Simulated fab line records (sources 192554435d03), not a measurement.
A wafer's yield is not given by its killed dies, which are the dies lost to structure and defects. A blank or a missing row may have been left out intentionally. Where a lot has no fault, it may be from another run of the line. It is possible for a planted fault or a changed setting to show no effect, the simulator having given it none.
Struck lot and sound lot, side by side | flow n5-finfet | 31 steps out of a route of 1938
Sound: the wafers L473.4, L473.5, L473.6. Struck: wafer L475.4 (left out: L475.3, L475.5 of the same lot, which were not struck); the cause appears at the end.
For every step that has rows: the tool of each side, followed by ch and its chambers, followed by its first start. Under that, the readings that differ: sound wafers | struck wafers | difference of the means | sigmas: that difference in standard deviations of wafers without a fault.
alike: a reading whose means differ by less than 2 such deviations, as well as words and numbers matching on both sides. not compared: withheld readings; readings where some wafer has no value; bounds like >300 that might hide an equal value; numbers whose values overlap and for which the record gives no deviation.
Wherever a step has rows on one side only, a row that says differs or no value, or a row with sigmas, the two part there. Numbers that have no deviation but don't overlap get no sigmas and don't part them. A reading missing from all wafers of one side parts the sides only when that side holds two or more wafers.

first, 1 step without rows for these wafers: N5_MIM_BOT_LITHO_HARDBAKE_09 (time 120 s).
N5_MIM_BOT_LITHO_CD_MEAS_08: the cd target is 3000 nm.
  sound on cd-sem-02 ch 0, day 12 21:41; struck on cd-sem-01 ch 0, day 13 13:19
  alike: cd-nm
N5_MIM_BOT_LITHO_OVL_MEAS_11:
  sound on overlay-02 ch 0, day 12 21:43; struck on overlay-01 ch 0, day 13 13:21
  reading          | sound      | struck | difference | sigmas
  MIM_BOT_OVL (nm) | -3 -11 -10 | 4      | +12        | +2
N5_MIM_BOT_LITHO_INSPECT_12: inspects for defects (macro).
  sound on defect-inspect-02, day 12 21:44; struck on defect-inspect-01, day 13 13:22
  alike: raw-defect-count
N5_MIM_BOT_LITHO_DESCUM_10: chemistry O2, time 7.9 s.
  sound on rie-diel-01 ch 1,2,3, day 12 21:46; struck on rie-diel-01 ch 1, day 13 13:25
  alike: drypump-motor-current-A, oes-product-au, rf-vpp-V, showerhead-plenum-p-Torr, throttle-valve-pct
  not compared: rf-hours-counter-h
then, 1 step without rows for these wafers: N5_MIM_BOT_ETCH_ETCH_04 (etches SiNx in CF4/O2, target depth 26 nm, time 13 s).
N5_MIM_BOT_ETCH_ETCH_03: etches the open film in Cl2/BCl3, target depth 12 nm.
  sound on rie-metal-01 ch 0,1, day 12 21:57; struck on rie-metal-03 ch 0, day 13 13:35
  alike: drypump-motor-current-A, oes-product-au, throttle-valve-pct
  not compared: rf-hours-counter-h
then, 1 step without rows for these wafers: N5_MIM_BOT_ETCH_ETCH_00 (etches TiN in Cl2/BCl3, target depth 45.5 nm).
N5_MIM_BOT_ETCH_STRIP_01: strips in O2.
  sound on rie-diel-04 ch 0,2,3, day 12 22:10; struck on rie-diel-01 ch 0, day 13 13:47
  reading                | sound | struck | difference                   | sigmas
  rf-hours-counter-h (h) | - - - | 53     | no value on the sound wafers |
  alike: drypump-motor-current-A, oes-product-au, rf-vpp-V, showerhead-plenum-p-Torr, throttle-valve-pct
then, 3 steps without rows for these wafers: N5_MIM_BOT_ETCH_STRIP_02 (strips in post etch residue remover, time 1200 s); N5_MIM_BOT_ETCH_CLEAN_05 (cleans in IPA, time 180 s); N5_MIM_BOT_ETCH_SRD_06 (time 30 s).
N5_PASSIVATION_PECVD_55: deposits SiO2 from SiH4/N2O, target thk 400 nm, time 22.5 s.
  sound on pecvd-01 ch 0,1,2, day 12 22:43; struck on pecvd-02 ch 2, day 13 14:17
  reading                                        | sound             | struck | difference | sigmas
  showerhead-plenum-p-Torr (Torr)                | 8.27 8.28 8.24    | 8.05   | -0.21      | -3
  model.SiO2_of_PASSIVATION_PECVD_55.thk-nm (nm) | 401.8 405.8 401.4 | 659.6  | +256.6     |
  alike: heater-power-w, throttle-valve-pct
then, 9 steps without rows for these wafers: N5_PASSIVATION_PECVD_01 (deposits SiNx from SiH4/NH3/N2, target thk 200 nm, time 43.2 s); N5_PASSIVATION_HMDS_03 (time 60 s); N5_PASSIVATION_COAT_04; N5_PASSIVATION_EBR_06; N5_PASSIVATION_SOFTBAKE_05 (time 90 s); N5_PASSIVATION_EXPOSE_07 (exposes mask TV, defocus 0 nm, target cd 3000 nm); N5_PASSIVATION_PEB_08; N5_PASSIVATION_DEVELOP_09 (develop time 60 s); N5_PASSIVATION_HARDBAKE_11 (time 120 s).
N5_PASSIVATION_CD_MEAS_10: the cd target is 3000 nm.
  sound on cd-sem-03 ch 0, day 13 01:04; struck on cd-sem-01 ch 0, day 13 17:38
  reading    | sound                | struck | difference | sigmas
  cd-nm (nm) | 2999.7 2998.5 2995.9 | 3001.9 | +3.9       | +2
N5_PASSIVATION_OVL_MEAS_60:
  sound on overlay-01 ch 0, day 13 01:05; struck on overlay-01 ch 0, day 13 17:40
  alike: TV_OVL
N5_PASSIVATION_INSPECT_61: inspects for defects (macro).
  sound on defect-inspect-02, day 13 01:07; struck on defect-inspect-02, day 13 17:41
  alike: raw-defect-count
N5_PASSIVATION_DESCUM_12: chemistry O2, time 7.9 s.
  sound on rie-diel-03 ch 0,1,2, day 13 01:16; struck on rie-diel-05 ch 2, day 13 17:43
  reading                     | sound       | struck | difference | sigmas
  drypump-motor-current-A (A) | 5.5 5.4 4.9 | 6.4    | +1.1       | +2
  alike: oes-product-au, rf-vpp-V, showerhead-plenum-p-Torr, throttle-valve-pct
  not compared: rf-hours-counter-h
N5_PASSIVATION_PASS_ETCH_74: etches SiNx in CF4/O2, target depth 220 nm, time 110 s.
  sound on rie-diel-03 ch 0,1,2, day 13 01:20; struck on rie-diel-05 ch 2, day 13 17:47
  reading      | sound       | struck | difference | sigmas
  rf-vpp-V (V) | 237 240 236 | 249    | +11        | +3
  alike: cf4-flow-sccm, drypump-motor-current-A, oes-product-au, showerhead-plenum-p-Torr, throttle-valve-pct
  not compared: rf-hours-counter-h
N5_PASSIVATION_VIA_ETCH_13: etches SiO2 in CHF3/O2, target depth 660 nm, time 330 s.
  sound on rie-diel-03 ch 0,1,2, day 13 01:26; struck on rie-diel-05 ch 2, day 13 17:52
  reading                         | sound          | struck | difference | sigmas
  drypump-motor-current-A (A)     | 5.5 5.4 4.8    | 6.4    | +1.2       | +2
  etch-rf-on-time-s (s)           | 239 241 237    | 378    | +139       | +32
  oes-product-au (a.u.)           | 0.69 0.70 0.79 | 0.93   | +0.20      | +2
  rf-vpp-V (V)                    | 515 518 516    | 541    | +25        | +3
  model.TV_OPEN.cd-offset-nm (nm) | 2 1.8 1.6      | -1.2   | -3.0       |
  alike: showerhead-plenum-p-Torr, throttle-valve-pct
  not compared: rf-hours-counter-h, model.coat_of_PASSIVATION_COAT_04.thk-nm
then, 1 step without rows for these wafers: N5_PASSIVATION_STRIP_14 (strips in O2).
N5_PASSIVATION_ETCH_15: etches SiCN in CF4/N2, target depth 75 nm, time 81.2 s.
  sound on rie-diel-03 ch 0,1,2; struck on rie-diel-05 ch 2
  reading                         | sound       | struck | difference | sigmas
  drypump-motor-current-A (A)     | 5.6 5.4 4.8 | 6.4    | +1.1       | +2
  model.TV_OPEN.cd-offset-nm (nm) | 2 1.8 1.6   | -1.2   | -3.0       |
  alike: cf4-flow-sccm, oes-product-au, rf-vpp-V, showerhead-plenum-p-Torr, throttle-valve-pct
  not compared: rf-hours-counter-h
then, 1 step without rows for these wafers: N5_PASSIVATION_STRIP_73 (strips in post etch residue remover, time 60 s).

## WHERE THEY PART
At N5_MIM_BOT_LITHO_OVL_MEAS_11 first; at N5_PASSIVATION_ETCH_15 last (within this record only).

WHY: the cause the simulator had injected
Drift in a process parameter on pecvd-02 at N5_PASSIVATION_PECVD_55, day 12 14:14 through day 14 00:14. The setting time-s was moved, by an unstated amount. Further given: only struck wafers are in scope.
